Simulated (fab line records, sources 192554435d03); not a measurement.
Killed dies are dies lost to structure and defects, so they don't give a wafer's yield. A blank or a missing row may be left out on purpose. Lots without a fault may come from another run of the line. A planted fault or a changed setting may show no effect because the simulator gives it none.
A struck lot beside a sound one | flow n5_finfet | 16 steps out of a route of 1938
Sound: wafers L422.1, L422.4, L422.6. Struck: wafers L430.1, L430.2, L430.3. The cause comes at the end.
At each step with rows: each side's tool, then ch and its chambers, then its first start. Under that, the readings that differ: sound wafers | struck wafers | difference of the means | sigmas: that difference in standard deviations of wafers without a fault.
alike: readings whose means differ by less than 2 such deviations, and words and numbers that are the same on both sides. not compared: withheld readings, readings that some wafer has no value for, bounds like >300 that may hide the same value, and numbers for which the record gives no deviation and whose values overlap.
The two part at a step that has a row with sigmas, a row that says differs or no value, or rows on one side only. Numbers that don't overlap but have no deviation are shown without sigmas and don't part them. A reading that every wafer of one side lacks parts them only if that side has two wafers or more.

N5_HKMG_FIN_ETCH_86: etches SOC in N2/H2, stops on TiN, target depth 393.2 nm.
  sound on rie_diel-03 ch 1,2, day 5 22:26; struck on rie_diel-01 ch 1,2,3, day 7 19:51
  alike: chamber_pressure_mTorr, drypump_motor_current_A, oes_product_au, rf_vpp_V, showerhead_plenum_p_Torr, throttle_valve_pct
  not compared: rf_hours_counter_h
N5_HKMG_FIN_STRIP_89: strips SOC in N2/H2, time 20 s.
  sound on rie_diel-03 ch 1,2, day 5 22:30; struck on rie_diel-01 ch 1,2,3, day 7 19:55
  alike: chamber_pressure_mTorr, drypump_motor_current_A, oes_product_au, rf_vpp_V, showerhead_plenum_p_Torr, throttle_valve_pct
  not compared: rf_hours_counter_h
then, 2 steps without rows for these wafers: N5_HKMG_FIN_WET_ETCH_87 (etches TiN in SC1, time 154.2 s, target depth 4.7 nm, rinse time 30 s); N5_HKMG_FIN_STRIP_88 (strips in N2/H2, time 360 s).
N5_HKMG_FIN_NWFM_ALD_20: deposits TiAlC, target thk 2 nm, pulse time 3 s, purge time 2 s.
  sound on ald_metal-01 ch 0,1, day 5 23:04; struck on ald_metal-04 ch 0,1,3, day 7 20:29
  alike: chamber_pressure_Torr, heater_power_w, precursor_pulse_height_rel, susceptor_temp_C
  not compared: since_wet_clean_h
then, 3 steps without rows for these wafers: N5_HKMG_FIN_ALD_71 (deposits TiN, target thk 1 nm, pulse time 1 s, purge time 3 s); N5_HKMG_FIN_COAT_66 (time 60 s, resist thk 300 nm); N5_HKMG_FIN_ETCH_67 (etches SOC in N2/H2, stops on TiN, target depth 388.9 nm).
N5_HKMG_FIN_STRIP_90: strips SOC in N2/H2, time 20 s.
  sound on rie_diel-05 ch 1,2, day 5 23:40; struck on rie_diel-01 ch 1,2,3, day 7 20:59
  alike: chamber_pressure_mTorr, drypump_motor_current_A, oes_product_au, rf_vpp_V, showerhead_plenum_p_Torr, throttle_valve_pct
  not compared: rf_hours_counter_h
then, 3 steps without rows for these wafers: N5_HKMG_FIN_WET_ETCH_73 (etches the open film in SC1, time 42.3 s, target depth 1.3 nm, rinse time 30 s); N5_HKMG_FIN_ETCHBACK_68 (etches the open film in Cl2/Ar, stops on HfO2, target depth 0.5 nm); N5_HKMG_FIN_STRIP_69 (strips in N2/H2, time 360 s).
N5_HKMG_FIN_ALD_21: deposits TiN, target thk 1.5 nm, pulse time 1 s, purge time 3 s.
  sound on ald_metal-04 ch 0,1,2, day 6 00:22; struck on ald_metal-04 ch 0,1,3, day 7 21:40
  reading              | sound                | struck               | difference | sigmas
  susceptor_temp_C (C) | 400.29 400.02 399.88 | 418.78 418.75 418.66 | +18.67     | +85
  alike: chamber_pressure_Torr, heater_power_w, precursor_pulse_height_rel
  not compared: since_wet_clean_h
N5_HKMG_FIN_ALD_72: deposits W, target thk 2 nm, pulse time 1 s, purge time 2 s.
  sound on cvd_w-02 ch 0,1, day 6 00:43; struck on cvd_w-02 ch 0,1, day 7 22:02
  alike: chamber_pressure_Torr, heater_power_w, precursor_pulse_height_rel, susceptor_temp_C
  not compared: since_wet_clean_h
-- the record jumps here: 4 days lie between the struck wafers' starts before and after (it left off in module HKMG_FIN and takes up again in module BEOL_M4, whose first step shown is number 1111 of the route) --
N5_BEOL_M4_RC_MEAS_101:
  sound on prober-01 ch 0, day 9 17:49; struck on prober-01 ch 0, day 11 13:05
  reading        | sound             | struck            | difference | sigmas
  DIBL_P (mV/V)  | 37.3 37.5 36.5    | 35.7 34.0 32.4    | -3.1       | -2
  IOFF_P (nA/um) | 0.235 0.238 0.220 | 0.193 0.165 0.148 | -0.062     | -2
  SS_N (mV/dec)  | 73.2 72.6 72.0    | 72.0 71.2 70.7    | -1.3       | -2
  VT_P (mV)      | -247 -247 -251    | -253 -256 -256    | -7         | -2
  alike: DIBL_N, IOFF_N, ION_N, ION_P, SS_P, VT_N
N5_PASSIVATION_PROBE_49:
  the record has rows for the sound wafers here (prober-01, day 14 03:50) and none for the struck ones

WHERE THEY PART
First at N5_HKMG_FIN_ALD_21; last, within this record, at N5_PASSIVATION_PROBE_49.

WHY: what the simulator had put in
Process parameter drift: ald_metal-04, from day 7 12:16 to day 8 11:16, at N5_HKMG_FIN_ALD_21. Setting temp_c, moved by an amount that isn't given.
